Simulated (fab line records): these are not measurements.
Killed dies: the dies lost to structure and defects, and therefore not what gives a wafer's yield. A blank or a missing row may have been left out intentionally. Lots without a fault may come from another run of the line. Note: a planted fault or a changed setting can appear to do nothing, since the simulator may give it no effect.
What tool caused it? / flow nandHarc / Sampling: 6 lots, 18 wafers, 5 of 1159 route steps

WHAT THE GAUGES READ, wafer by wafer
NHARC_END_SORT_01.
lot=L559; measured=day 20 18:31; on=prober-01; killedAtArray=42 33 38

TOOL THAT RAN EACH LOT (tool first, then ch and the chambers of the sampled wafers, then the start)
lot=L554; NHARC_A_CONTACT_DEP_85=pecvd-01 ch 0,1, day 17 00:41; NHARC_A_CONTACT_ETCH_88=rieDiel-08 ch 0,2,3, day 17 01:34; NHARC_A_CONTACT_ETCH_30=rieDiel-08 ch 0,1,3, day 17 03:13 or earlier; NHARC_A_CONTACT_ETCH_139=harCapEtch-02 ch 0,1, day 17 03:13
lot=L559; NHARC_A_CONTACT_DEP_85=pecvd-01 ch 1,2, day 18 03:11; NHARC_A_CONTACT_ETCH_88=rieDiel-05 ch 0,1,2, day 18 04:10; NHARC_A_CONTACT_ETCH_30=rieDiel-05 ch 0,2,3, day 18 05:49 or earlier; NHARC_A_CONTACT_ETCH_139=harCapEtch-03 ch 0,1, day 18 05:49
lot=L569; NHARC_A_CONTACT_DEP_85=pecvd-01 ch 0,1,2, day 20 12:51; NHARC_A_CONTACT_ETCH_88=rieDiel-11 ch 0,1,3, day 20 13:49; NHARC_A_CONTACT_ETCH_30=rieDiel-11 ch 1,2, day 20 15:29 or earlier; NHARC_A_CONTACT_ETCH_139=harCapEtch-01 ch 0,1, day 20 15:29
lot=L572; NHARC_A_CONTACT_DEP_85=pecvd-02 ch 1,2, day 21 13:25; NHARC_A_CONTACT_ETCH_88=rieDiel-05 ch 1,2,3, day 21 14:22; NHARC_A_CONTACT_ETCH_30=rieDiel-05 ch 0,2, day 21 16:04 or earlier; NHARC_A_CONTACT_ETCH_139=harCapEtch-03 ch 0,1, day 21 16:04
lot=L573; NHARC_A_CONTACT_DEP_85=pecvd-04 ch 0,1, day 22 00:28; NHARC_A_CONTACT_ETCH_88=rieDiel-08 ch 0,1,2, day 22 01:40; NHARC_A_CONTACT_ETCH_30=rieDiel-08 ch 1,2,3, day 22 03:56 or earlier; NHARC_A_CONTACT_ETCH_139=harCapEtch-01 ch 0,1, day 22 03:56
lot=L574; NHARC_A_CONTACT_DEP_85=pecvd-01 ch 0,2, day 22 19:05; NHARC_A_CONTACT_ETCH_88=rieDiel-11 ch 1,2, day 22 20:16; NHARC_A_CONTACT_ETCH_30=rieDiel-11 ch 0,1,2, day 22 22:03 or earlier; NHARC_A_CONTACT_ETCH_139=harCapEtch-03 ch 0,1, day 22 22:03
- NHARC_A_CONTACT_DEP_85: deposits SiON, target thk 50 nm.
- NHARC_A_CONTACT_ETCH_88: etches the open film in CF4, target depth 39 nm, time 65 s.
- NHARC_A_CONTACT_ETCH_30: etches the open film in CF4/CHF3, target depth 60.5 nm, time 30.2 s.
- NHARC_A_CONTACT_ETCH_139: etches the open film in C4F8/O2/Ar, time 137 s, target depth 590 nm.

THE ANSWER, worked out from the rows above alone
Rule: the usual values come from the lots themselves. The widest of any qualifying gaps counts: lots, ordered by their means at a reading, are off when they make up no more than a third of the lots, leave a main group of 4 or more, and stand apart from it by 3 or more times the standard deviation of that group's means. A main group is skipped when, at the precision printed for the reading in the tables above, its means are all equal. A lot without any number at a reading at which 4 lots or more have one is off too. Where the step has rows for the other lots, those lots are counted as sound.
Nothing can be told from this: no lot is off at any reading shown.

WHAT HAD BEEN PUT IN BY THE SIMULATOR
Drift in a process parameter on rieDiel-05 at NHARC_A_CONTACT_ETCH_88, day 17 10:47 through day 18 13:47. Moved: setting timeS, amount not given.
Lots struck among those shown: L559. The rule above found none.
